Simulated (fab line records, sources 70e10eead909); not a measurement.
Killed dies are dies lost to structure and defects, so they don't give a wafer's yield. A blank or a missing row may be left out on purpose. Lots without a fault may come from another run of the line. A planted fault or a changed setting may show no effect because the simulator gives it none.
Which tool did it? | flow nand_harc | 24 lots, 72 wafers sampled, at 6 steps of a route of 1302

WHAT THE GAUGES READ, wafer by wafer
NHARC_A_BONDPAD_CD_MEAS_13. Usual: cd_nm 500.0 nm, standard deviation 1.9.
lot  | measured     | on        | cd_nm (nm)        | flag
L074 | day 23 18:58 | cd_sem-03 | 499.2 499.4 498.8 |
L075 | day 23 19:16 | cd_sem-02 | 501.4 500.7 500.7 |
L076 | day 24 04:53 | cd_sem-03 | 502.8 500.8 502.6 |
L079 | day 25 00:58 | cd_sem-02 | 500.0 497.8 499.0 |
L078 | day 25 04:07 | cd_sem-02 | 503.3 503.0 501.3 |
L077 | day 25 04:37 | cd_sem-01 | 498.2 497.7 499.0 |
L081 | day 26 06:00 | cd_sem-01 | 500.2 496.7 499.8 |
L080 | day 26 07:37 | cd_sem-01 | 499.2 501.0 500.6 |
L082 | day 26 11:13 | cd_sem-02 | 501.0 502.6 504.7 |
L083 | day 26 22:18 | cd_sem-02 | 503.6 500.3 501.2 |
L086 | day 28 05:04 | cd_sem-03 | 501.0 502.5 502.8 |
L087 | day 28 11:26 | cd_sem-03 | 495.7 499.2 500.0 |
L085 | day 28 14:20 | cd_sem-03 | 500.3 499.8 498.6 |
L084 | day 28 23:34 | cd_sem-02 | 499.1 500.1 499.2 |
L091 | day 29 06:11 | cd_sem-03 | 497.3 501.6 499.0 |
L089 | day 29 06:47 | cd_sem-01 | 498.4 501.7 498.0 |
L088 | day 29 10:28 | cd_sem-02 | 500.9 498.5 500.8 |
L090 | day 29 15:53 | cd_sem-03 | 498.3 498.9 498.1 |
L093 | day 30 15:34 | cd_sem-02 | 503.3 499.2 503.5 |
L092 | day 30 18:14 | cd_sem-01 | 503.5 499.9 502.3 |
L094 | day 31 19:22 | cd_sem-02 | 497.9 499.0 496.3 |
L096 | day 32 17:23 | cd_sem-02 | 499.8 498.8 499.5 |
L097 | day 32 21:36 | cd_sem-03 | 495.5 498.2 497.0 |
L095 | day 32 22:41 | cd_sem-03 | 499.9 499.4 499.7 |

NHARC_A_BONDPAD_INSPECT_23. Usual: raw_defect_count 568, standard deviation 150.
lot  | measured     | on                | raw_defect_count | flag
L074 | day 23 21:21 | defect_inspect-02 | 588 473 445      |
L075 | day 23 21:41 | defect_inspect-01 | 601 724 581      |
L076 | day 24 07:09 | defect_inspect-02 | 587 731 741      |
L079 | day 25 03:12 | defect_inspect-02 | 451 642 505      |
L078 | day 25 06:25 | defect_inspect-02 | 486 593 473      |
L077 | day 25 06:55 | defect_inspect-02 | 627 869 846      |
L081 | day 26 08:15 | defect_inspect-02 | 506 678 1141     |
L080 | day 26 09:51 | defect_inspect-02 | 767 538 587      |
L082 | day 26 13:28 | defect_inspect-02 | 786 806 903      |
L083 | day 27 00:35 | defect_inspect-01 | 451 437 597      |
L086 | day 28 07:22 | defect_inspect-02 | 469 538 546      |
L087 | day 28 13:41 | defect_inspect-01 | 378 405 463      |
L085 | day 28 16:35 | defect_inspect-01 | 374 402 387      |
L084 | day 29 01:48 | defect_inspect-01 | 423 579 449      |
L091 | day 29 08:26 | defect_inspect-02 | 511 547 483      |
L089 | day 29 09:02 | defect_inspect-02 | 709 559 710      |
L088 | day 29 12:45 | defect_inspect-01 | 404 477 420      |
L090 | day 29 18:09 | defect_inspect-02 | 485 501 412      |
L093 | day 30 17:48 | defect_inspect-02 | 660 849 877      |
L092 | day 30 20:29 | defect_inspect-01 | 457 422 653      |
L094 | day 31 21:37 | defect_inspect-02 | 550 643 581      |
L096 | day 32 19:55 | defect_inspect-02 | 457 367 574      |
L097 | day 32 23:52 | defect_inspect-02 | 502 480 459      |
L095 | day 33 00:57 | defect_inspect-02 | 782 825 696      |

WHICH TOOL RAN EACH LOT (tool, then ch and the chambers of the sampled wafers, then the start)
lot  | NHARC_A_M1_PRE_CLEAN_32         | NHARC_A_M1_DEP_33               | NHARC_A_BONDPAD_CMP_29        | NHARC_A_BONDPAD_CMP_19
L074 | pecvd-04 ch 0,1,2, day 23 16:34 | pecvd-04 ch 0,1,2, day 23 16:38 | cmp-02 ch 0,1,3, day 23 17:37 | cmp-04 ch 0,1,3, day 23 20:50
L075 | pecvd-03 ch 0,1,2, day 23 16:55 | pecvd-03 ch 0,1,2, day 23 17:05 | cmp-04 ch 0,1,2, day 23 17:59 | cmp-02 ch 0,1, day 23 21:08
L076 | pecvd-02 ch 0,1,2, day 24 02:31 | pecvd-02 ch 0,1,2, day 24 02:39 | cmp-04 ch 1,3, day 24 03:34   | cmp-02 ch 2,3, day 24 06:35
L079 | pecvd-03 ch 1,2, day 24 22:37   | pecvd-03 ch 1,2, day 24 22:45   | cmp-03 ch 0,3, day 24 23:37   | cmp-04 ch 0,2, day 25 02:41
L078 | pecvd-02 ch 0,1,2, day 25 01:42 | pecvd-02 ch 0,1,2, day 25 01:49 | cmp-03 ch 0,1,2, day 25 02:47 | cmp-02 ch 0,2,3, day 25 05:56
L077 | pecvd-02 ch 0,2, day 25 02:22   | pecvd-02 ch 0,2, day 25 02:26   | cmp-02 ch 0,1, day 25 03:24   | cmp-04 ch 1,2,3, day 25 06:22
L081 | pecvd-02 ch 0,1,2, day 26 03:30 | pecvd-02 ch 0,1,2, day 26 03:37 | cmp-03 ch 0,2,3, day 26 04:40 | cmp-02 ch 0,1,3, day 26 07:43
L080 | pecvd-02 ch 0,1,2, day 26 05:23 | pecvd-02 ch 0,1,2, day 26 05:34 | cmp-03 ch 2,3, day 26 06:23   | cmp-03 ch 0,1, day 26 09:21
L082 | pecvd-03 ch 0,2, day 26 08:50   | pecvd-03 ch 0,2, day 26 08:57   | cmp-04 ch 0,1,3, day 26 09:55 | cmp-04 ch 1,2,3, day 26 12:58
L083 | pecvd-03 ch 0,1,2, day 26 20:03 | pecvd-03 ch 0,1,2, day 26 20:10 | cmp-03 ch 0,2, day 26 21:05   | cmp-03 ch 1,2, day 27 00:04
L086 | pecvd-03 ch 0,1,2, day 28 02:49 | pecvd-03 ch 0,1,2, day 28 02:54 | cmp-02 ch 0,1,3, day 28 03:54 | cmp-02 ch 1,2,3, day 28 06:50
L087 | pecvd-04 ch 0,2, day 28 09:04   | pecvd-04 ch 0,2, day 28 09:08   | cmp-04 ch 0,1,2, day 28 10:06 | cmp-04 ch 0,1,3, day 28 13:09
L085 | pecvd-03 ch 0,2, day 28 11:58   | pecvd-03 ch 0,2, day 28 12:04   | cmp-02 ch 0,1,2, day 28 13:02 | cmp-02 ch 0,3, day 28 16:05
L084 | pecvd-02 ch 0,1,2, day 28 21:14 | pecvd-02 ch 0,1,2, day 28 21:19 | cmp-03 ch 1,3, day 28 22:18   | cmp-03 ch 0,2, day 29 01:18
L091 | pecvd-03 ch 0,1,2, day 29 03:48 | pecvd-03 ch 0,1,2, day 29 03:53 | cmp-02 ch 0,2,3, day 29 04:50 | cmp-04 ch 0,2,3, day 29 07:55
L089 | pecvd-02 ch 0,1,2, day 29 04:30 | pecvd-02 ch 0,1,2, day 29 04:35 | cmp-04 ch 0,1,2, day 29 05:32 | cmp-02 ch 1,2,3, day 29 08:30
L088 | pecvd-04 ch 0,1,2, day 29 08:07 | pecvd-04 ch 0,1,2, day 29 08:16 | cmp-04 ch 0,1,2, day 29 09:12 | cmp-04 ch 1,2,3, day 29 12:16
L090 | pecvd-04 ch 0,1, day 29 13:29   | pecvd-04 ch 0,1, day 29 13:34   | cmp-03 ch 0,3, day 29 14:33   | cmp-04 ch 0,1, day 29 17:37
L093 | pecvd-02 ch 0,1,2, day 30 13:12 | pecvd-02 ch 0,1,2, day 30 13:22 | cmp-02 ch 0,2,3, day 30 14:15 | cmp-03 ch 2,3, day 30 17:16
L092 | pecvd-04 ch 0,1,2, day 30 15:50 | pecvd-04 ch 0,1,2, day 30 15:55 | cmp-02 ch 1,2,3, day 30 16:52 | cmp-02 ch 1,2,3, day 30 19:57
L094 | pecvd-04 ch 0,1, day 31 16:58   | pecvd-04 ch 0,1, day 31 17:03   | cmp-02 ch 0,1,3, day 31 18:04 | cmp-02 ch 2,3, day 31 21:05
L096 | pecvd-04 ch 1,2, day 32 14:59   | pecvd-04 ch 1,2, day 32 15:04   | cmp-02 ch 1,3, day 32 16:02   | cmp-02 ch 2,3, day 32 19:23
L097 | pecvd-04 ch 0,1,2, day 32 19:14 | pecvd-04 ch 0,1,2, day 32 19:22 | cmp-03 ch 0,2,3, day 32 20:17 | cmp-02 ch 0,3, day 32 23:20
L095 | pecvd-04 ch 0,1, day 32 20:19   | pecvd-04 ch 0,1, day 32 20:23   | cmp-03 ch 0,1,2, day 32 21:24 | cmp-02 ch 0,3, day 33 00:24
- NHARC_A_M1_PRE_CLEAN_32: time 12 s.
- NHARC_A_M1_DEP_33: deposits SiCN, target thk 30 nm.
- NHARC_A_BONDPAD_CMP_29: polishes SiCN, target thk 200 nm.
- NHARC_A_BONDPAD_CMP_19: polishes, t overpolish 30 s, cu recess touch 16 s, target thk 169.82 nm.

WHAT THE TOOLS THEMSELVES READ (means of the sampled wafers that have a number; where no wafer has one, the mark that the record gives instead)
NHARC_A_M1_PRE_CLEAN_32. Usual: heater_power_w 605 W, standard deviation 50; rf_fwd_power_W 292.7 W, standard deviation 0.95.
lot  | tool     | heater_power_w (W) | rf_fwd_power_W (W) | flag
L074 | pecvd-04 | 646                | 293.1              |
L075 | pecvd-03 | 589                | 293.2              |
L076 | pecvd-02 | 600                | 292.4              |
L079 | pecvd-03 | 627                | 293.6              |
L078 | pecvd-02 | 623                | 293.1              |
L077 | pecvd-02 | 623                | 292.8              |
L081 | pecvd-02 | 656                | 292.0              |
L080 | pecvd-02 | 599                | 293.3              |
L082 | pecvd-03 | 603                | 291.9              |
L083 | pecvd-03 | 574                | 292.6              |
L086 | pecvd-03 | 598                | 291.3              |
L087 | pecvd-04 | 551                | 292.2              |
L085 | pecvd-03 | 606                | 291.6              |
L084 | pecvd-02 | 613                | 293.7              |
L091 | pecvd-03 | 592                | 293.0              |
L089 | pecvd-02 | 645                | 293.4              |
L088 | pecvd-04 | 582                | 292.2              |
L090 | pecvd-04 | 600                | 292.6              |
L093 | pecvd-02 | 633                | 292.1              |
L092 | pecvd-04 | 574                | 292.7              |
L094 | pecvd-04 | 613                | 292.9              |
L096 | pecvd-04 | 569                | 292.6              |
L097 | pecvd-04 | 584                | 292.5              |
L095 | pecvd-04 | 623                | 293.1              |

NHARC_A_M1_DEP_33. Usual: chamber_pressure_Torr 3.000 Torr, standard deviation 0.0061; heater_power_w 555 W, standard deviation 47; rf_fwd_power_W 449.1 W, standard deviation 1.3.
lot  | tool     | chamber_pressure_Torr (Torr) | heater_power_w (W) | rf_fwd_power_W (W) | flag
L074 | pecvd-04 | 3.002                        | 562                | 450.2              |
L075 | pecvd-03 | 3.002                        | 587                | 448.6              |
L076 | pecvd-02 | 2.998                        | 549                | 448.7              |
L079 | pecvd-03 | 3.000                        | 545                | 449.1              |
L078 | pecvd-02 | 3.006                        | 566                | 451.1              |
L077 | pecvd-02 | 3.002                        | 525                | 449.4              |
L081 | pecvd-02 | 3.004                        | 555                | 449.3              |
L080 | pecvd-02 | 2.998                        | 598                | 449.7              |
L082 | pecvd-03 | 2.999                        | 545                | 449.2              |
L083 | pecvd-03 | 3.006                        | 565                | 448.8              |
L086 | pecvd-03 | 3.002                        | 521                | 448.9              |
L087 | pecvd-04 | 3.004                        | 525                | 448.9              |
L085 | pecvd-03 | 2.999                        | 589                | 449.6              |
L084 | pecvd-02 | 2.998                        | 601                | 447.3              |
L091 | pecvd-03 | 2.999                        | 537                | 449.5              |
L089 | pecvd-02 | 3.003                        | 597                | 447.9              |
L088 | pecvd-04 | 2.995                        | 519                | 448.8              |
L090 | pecvd-04 | 2.999                        | 584                | 449.1              |
L093 | pecvd-02 | 2.998                        | 572                | 449.7              |
L092 | pecvd-04 | 2.993                        | 559                | 448.9              |
L094 | pecvd-04 | 2.999                        | 529                | 450.1              |
L096 | pecvd-04 | 2.998                        | 517                | 449.7              |
L097 | pecvd-04 | 3.001                        | 537                | 450.1              |
L095 | pecvd-04 | 2.995                        | 584                | 450.8              |

NHARC_A_BONDPAD_CMP_29. Usual: motor_current_A 12.7 A, standard deviation 0.99.
lot  | tool   | motor_current_A (A) | flag
L074 | cmp-02 | 12.9                |
L075 | cmp-04 | 12.2                |
L076 | cmp-04 | 12.1                |
L079 | cmp-03 | 12.8                |
L078 | cmp-03 | 12.3                |
L077 | cmp-02 | 12.7                |
L081 | cmp-03 | 13.3                |
L080 | cmp-03 | 12.9                |
L082 | cmp-04 | 11.6                |
L083 | cmp-03 | 12.2                |
L086 | cmp-02 | 13.1                |
L087 | cmp-04 | 12.4                |
L085 | cmp-02 | 12.1                |
L084 | cmp-03 | 12.9                |
L091 | cmp-02 | 12.6                |
L089 | cmp-04 | 12.4                |
L088 | cmp-04 | 12.5                |
L090 | cmp-03 | 13.1                |
L093 | cmp-02 | 12.7                |
L092 | cmp-02 | 13.4                |
L094 | cmp-02 | 12.7                |
L096 | cmp-02 | 12.9                |
L097 | cmp-03 | 13.3                |
L095 | cmp-03 | 12.8                |

NHARC_A_BONDPAD_CMP_19. Usual: motor_current_A 12.6 A, standard deviation 0.89; overpolish_run_s 30.001 s, standard deviation 0.0089.
lot  | tool   | motor_current_A (A) | overpolish_run_s (s) | flag
L074 | cmp-04 | 11.5                | 30.000               |
L075 | cmp-02 | 12.4                | 30.006               |
L076 | cmp-02 | 13.3                | 29.994               |
L079 | cmp-04 | 12.6                | 29.997               |
L078 | cmp-02 | 12.5                | 30.000               |
L077 | cmp-04 | 12.2                | 30.005               |
L081 | cmp-02 | 12.8                | 30.005               |
L080 | cmp-03 | 13.1                | 29.995               |
L082 | cmp-04 | 12.1                | 30.007               |
L083 | cmp-03 | 12.9                | 30.004               |
L086 | cmp-02 | 12.8                | 29.984               |
L087 | cmp-04 | 11.9                | 30.003               |
L085 | cmp-02 | 12.0                | 30.004               |
L084 | cmp-03 | 12.4                | 30.007               |
L091 | cmp-04 | 12.1                | 29.988               |
L089 | cmp-02 | 13.1                | 30.008               |
L088 | cmp-04 | 12.0                | 30.005               |
L090 | cmp-04 | 12.1                | 29.993               |
L093 | cmp-03 | 14.0                | 29.991               |
L092 | cmp-02 | 12.9                | 30.005               |
L094 | cmp-02 | 13.1                | 30.002               |
L096 | cmp-02 | 12.5                | 30.001               |
L097 | cmp-02 | 12.0                | 29.999               |
L095 | cmp-02 | 12.4                | 29.996               |

THE ANSWER, worked out from the rows above alone
Rule: a lot is off if the mean of its wafers that have a number lies more than 3 standard deviations from the usual mean. A lot without any number at a reading at which 4 lots or more have one is off too. The other lots that the step has rows for count as sound. The gauges are gone through in route order, then the tools' own readings, and for those a lot's mean is taken as printed above. The first step at which some lot is off is used, and at that step the reading that is off furthest; a lot without a number counts as furthest.
No lot is off at any reading shown: from this, nothing can be told.

WHAT THE SIMULATOR HAD PUT IN
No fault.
